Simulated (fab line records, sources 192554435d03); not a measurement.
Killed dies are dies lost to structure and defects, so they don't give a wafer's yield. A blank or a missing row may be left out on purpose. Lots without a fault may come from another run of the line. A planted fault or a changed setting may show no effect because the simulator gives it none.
A struck lot beside a sound one | flow n5_finfet | 20 steps out of a route of 1938
Sound: wafers L831.3, L831.4, L831.5. Struck: wafers L818.1, L818.4, L818.6. The cause comes at the end.
At each step with rows: each side's tool, then ch and its chambers, then its first start. Under that, the readings that differ: sound wafers | struck wafers | difference of the means | sigmas: that difference in standard deviations of wafers without a fault.
alike: readings whose means differ by less than 2 such deviations, and words and numbers that are the same on both sides. not compared: withheld readings, readings that some wafer has no value for, bounds like >300 that may hide the same value, and numbers for which the record gives no deviation and whose values overlap.
The two part at a step that has a row with sigmas, a row that says differs or no value, or rows on one side only. Numbers that don't overlap but have no deviation are shown without sigmas and don't part them. A reading that every wafer of one side lacks parts them only if that side has two wafers or more.

first, 9 steps without rows for these wafers: N5_BEOL_M10_ILD_DEP_00 (deposits SiCOH lowk from DEMS/porogen, target thk 308.51 nm, time 58 s); N5_BEOL_M10_CURE_71 (cures SiCOH lowk, time 240 s); N5_BEOL_M10_PECVD_70 (deposits SiO2 from TEOS/O2, target thk 20 nm, time 22.7 s); N5_BEOL_M10_HM_DEP_02 (deposits TiN, target thk 20 nm); N5_BEOL_M10_COAT_59 (time 60 s, resist thk 100 nm); N5_BEOL_M10_COAT_60 (time 60 s, resist thk 30 nm); N5_BEOL_M10_COAT_05 (resist thk 90 nm); N5_BEOL_M10_EBR_07; N5_BEOL_M10_SOFTBAKE_06 (time 60 s).
N5_BEOL_M10_EXPOSE_08: exposes mask M10.
  sound on arfi_scanner-03 ch 0, day 14 08:43; struck on arfi_scanner-01 ch 0, day 11 08:35
  reading              | sound             | struck            | difference | sigmas
  exposure_dose_mJ_cm2 | 53.56 53.67 53.71 | 52.43 52.46 52.46 | -1.20      | -23
  alike: mask
then, 4 steps without rows for these wafers: N5_BEOL_M10_PEB_09 (peb time 60 s); N5_BEOL_M10_DEVELOP_10 (develop time 30 s); N5_BEOL_M10_DESCUM_16 (chemistry O2, time 7.9 s); N5_BEOL_M10_ETCH_61 (etches SiARC in CF4, target depth 39 nm, time 65 s).
N5_BEOL_M10_ETCH_62: etches SOC in N2/H2, target depth 110 nm, overetch 22 nm, time 165 s.
  sound on rie_diel-06 ch 0,2,3, day 14 09:16; struck on rie_diel-06 ch 1,2, day 11 08:53
  reading                          | sound     | struck     | difference | sigmas
  model.BEOL_M10.cd_offset_nm (nm) | 0.4 0 0.2 | -1.6 -1 -1 | -1.4       |
  alike: drypump_motor_current_A, oes_product_au, rf_vpp_V, showerhead_plenum_p_Torr, throttle_valve_pct
  not compared: rf_hours_counter_h
then, 2 steps without rows for these wafers: N5_BEOL_M10_STRIP_68 (strips in N2/H2); N5_BEOL_M10_STRIP_67 (strips in CF4).
N5_BEOL_M10_HM_OPEN_17: chemistry Cl2/BCl3, target TiN, target depth 20 nm, overetch 6 nm.
  sound on rie_metal-03 ch 0,1, day 14 09:29; struck on rie_metal-01 ch 0,1, day 11 09:04
  reading                          | sound     | struck       | difference | sigmas
  model.BEOL_M10.cd_offset_nm (nm) | 0.2 0 0.2 | -1.4 -1 -0.8 | -1.2       |
  alike: bcl3_flow_sccm, drypump_motor_current_A, oes_product_au, throttle_valve_pct
  not compared: rf_hours_counter_h
then, 1 step without rows for these wafers: N5_BEOL_M10_STRIP_19 (strips in O2).
-- the record jumps here: 3 days lie between the struck wafers' starts before and after (it left off in module BEOL_M10 and takes up again in module PASSIVATION, whose first step shown is number 1936 of the route) --
N5_PASSIVATION_PROBE_49:
  the record has rows for the struck wafers here (prober-02, day 13 23:56) and none for the sound ones

WHERE THEY PART
First at N5_BEOL_M10_EXPOSE_08; last, within this record, at N5_PASSIVATION_PROBE_49.

WHY: what the simulator had put in
Process parameter drift: arfi_scanner-01, from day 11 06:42 on, at N5_BEOL_M10_EXPOSE_08. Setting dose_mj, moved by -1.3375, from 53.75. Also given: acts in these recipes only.
